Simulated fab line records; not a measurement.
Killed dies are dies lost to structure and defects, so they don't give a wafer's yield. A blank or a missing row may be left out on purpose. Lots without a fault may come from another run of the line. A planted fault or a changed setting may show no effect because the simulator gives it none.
Comparing a struck lot with a sound one ; flow nand harc ; 26 out of 1302 route steps
Sound: the wafers L400.3, L400.4, L400.5. The struck wafers were L412.2, L412.5, L412.6. The cause is given at the end.
Per side, at each step with rows, come the tool, then ch with its chambers, and then its first start. Under that, the readings that differ: sound wafers ; struck wafers ; difference of the means ; sigmas: that difference in standard deviations of wafers without a fault.
alike: a reading whose means differ by less than 2 such deviations, as well as words and numbers matching on both sides. not compared: withheld readings; readings where some wafer has no value; bounds like >300 that might hide an equal value; numbers whose values overlap and for which the record gives no deviation.
Wherever a step has rows on one side only, a row that says differs or no value, or a row with sigmas, the two part there. Numbers that don't overlap but have no deviation are shown without sigmas and don't part them. A reading missing from all wafers of one side parts the sides only when that side holds two or more wafers.

first, 12 steps without rows for these wafers: NHARC_P_STI_ETCH_26 (etches SiO2 in dHF, target depth 11 nm); NHARC_P_STI_PRECLEAN_27 (cleans in SC1); NHARC_P_STI_SRD_28; NHARC_P_STI_OXIDE_29 (material SiO2, target thk 10 nm, ox time 1362 s); NHARC_P_STI_HM_DEP_30 (deposits Si3N4, target thk 80 nm, time 873 s); NHARC_P_STI_DEHYDRATE_01 (time 120 s); NHARC_P_STI_HMDS_02 (time 30 s); NHARC_P_STI_COAT_41 (time 65 s); NHARC_P_STI_COAT_03 (resist thk 600 nm); NHARC_P_STI_SOFTBAKE_04 (time 70 s); NHARC_P_STI_EBR_05; NHARC_P_STI_EXPOSE_06 (exposes mask P STI, target cd 200 nm).
NHARC_P_STI_PEB_07: peb time 80 s.
  sound on litho track-05 ch 0, day 5 07:28; struck on litho track-03 ch 0, day 10 06:55
reading;sound;struck;difference;sigmas
heater power total W (W);190.8 189.7 188.7;185.8 185.1 187.1;-3.7;-5
plate temp C (C);127.97 127.95 127.84;126.08 126.18 126.28;-1.74;-13
then, 1 step without rows for these wafers: NHARC_P_STI_DEVELOP_08 (time 50 s).
NHARC_P_STI_CD_MEAS_09: target cd 200 nm.
  sound on cd sem-01 ch 0, day 5 07:34; struck on cd sem-02 ch 0, day 10 07:01
reading;sound;struck;difference;sigmas
cd nm (nm);196.6 193.0 196.9;182.3 181.1 183.3;-13.3;-6
NHARC_P_STI_OVL_MEAS_10:
  sound on overlay-02, day 5 07:39; struck on overlay-02, day 10 07:05
  alike: overlay x nm, overlay y nm
NHARC_P_STI_INSPECT_11:
  sound on defect inspect-02, day 5 07:41; struck on defect inspect-01, day 10 07:08
  alike: raw defect count
then, 1 step without rows for these wafers: NHARC_P_STI_HARDBAKE_13 (time 65 s).
NHARC_P_STI_DESCUM_14: chemistry O2, time 3 s.
  sound on rie diel-09 ch 1,2,3, day 5 07:50; struck on rie diel-13 ch 2,3, day 10 07:16
reading;sound;struck;difference;sigmas
model.P_STI.cd nm (nm);197.5 193.5 198.3;181.9 181 182.9;-14.5;
  alike: drypump motor current A, oes product au, rf vpp V, showerhead plenum p Torr, throttle valve pct
  not compared: rf hours counter h
NHARC_P_STI_ETCH_42: etches the open film in N2/H2, target depth 80 nm, overetch 24 nm, time 61 s.
  sound on rie diel-09 ch 0,1, day 5 07:54; struck on rie diel-13 ch 2,3, day 10 07:21
  alike: drypump motor current A, oes product au, rf vpp V, showerhead plenum p Torr, throttle valve pct
  not compared: rf hours counter h
NHARC_P_STI_ETCH_31: etches the open film in CF4/CHF3, target depth 108.9 nm, time 54.5 s.
  sound: rie diel-09 ch 0,2,3; struck: rie diel-13 ch 0,1,2
reading;sound;struck;difference;sigmas
oes product au (a.u.);0.960 0.952 0.973;0.926 0.927 0.918;-0.038;-2
  alike: cf4 flow sccm, drypump motor current A, rf vpp V, showerhead plenum p Torr, throttle valve pct
  not compared: rf hours counter h
NHARC_P_STI_ETCH_15: etches the open film in HBr/Cl2, target depth 300 nm, time 100.1 s.
  sound on rie si-01 ch 0,1,2, day 5 08:05; struck on rie si-06 ch 0,1,2, day 10 07:34
reading;sound;struck;difference;sigmas
model.P_STI.cd nm (nm);197.2 192.6 198.5;179.5 179 181.9;-16.0;
  alike: drypump motor current A, oes product au, throttle valve pct
  not compared: rf hours counter h
NHARC_P_STI_CD_MEAS_16:
  sound on cd sem-01, day 5 08:16; struck on cd sem-02, day 10 07:43
reading;sound;struck;difference;sigmas
cd nm (nm);197.5 192.9 198.3;179.4 179.0 182.1;-16.1;-7
NHARC_P_STI_OCD_MEAS_17:
  sound on ocd-02, day 5 08:21; struck on ocd-01, day 10 07:49
reading;sound;struck;difference;sigmas
trench foot cd nm (nm);155.0 151.2 155.4;140.5 138.7 140.9;-13.8;-6
  alike: trench depth nm
then, 1 step without rows for these wafers: NHARC_P_STI_STRIP_19 (strips in SPM, time 900 s).
-- the record jumps here: 22 days lie between the struck wafers' starts before and after (it left off in module P_STI and takes up again in module END, whose first step shown is number 1302 of the route) --
NHARC_END_SORT_01:
  sound on prober-02 ch 0, day 27 11:16; struck on prober-02 ch 0, day 32 08:24
  alike: killed at array, killed at other, killed at periphery, killed dies, killed open, killed short

== WHERE THEY PART ==
First at NHARC_P_STI_PEB_07; last, within this record, at NHARC_P_STI_OCD_MEAS_17. Later steps at which nothing parts them and some readings are alike: NHARC_END_SORT_01.

WHY: what had been put in by the simulator
Drift in process parameters on litho track-03 at NHARC_P_STI_PEB_07, starting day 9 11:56. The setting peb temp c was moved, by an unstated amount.
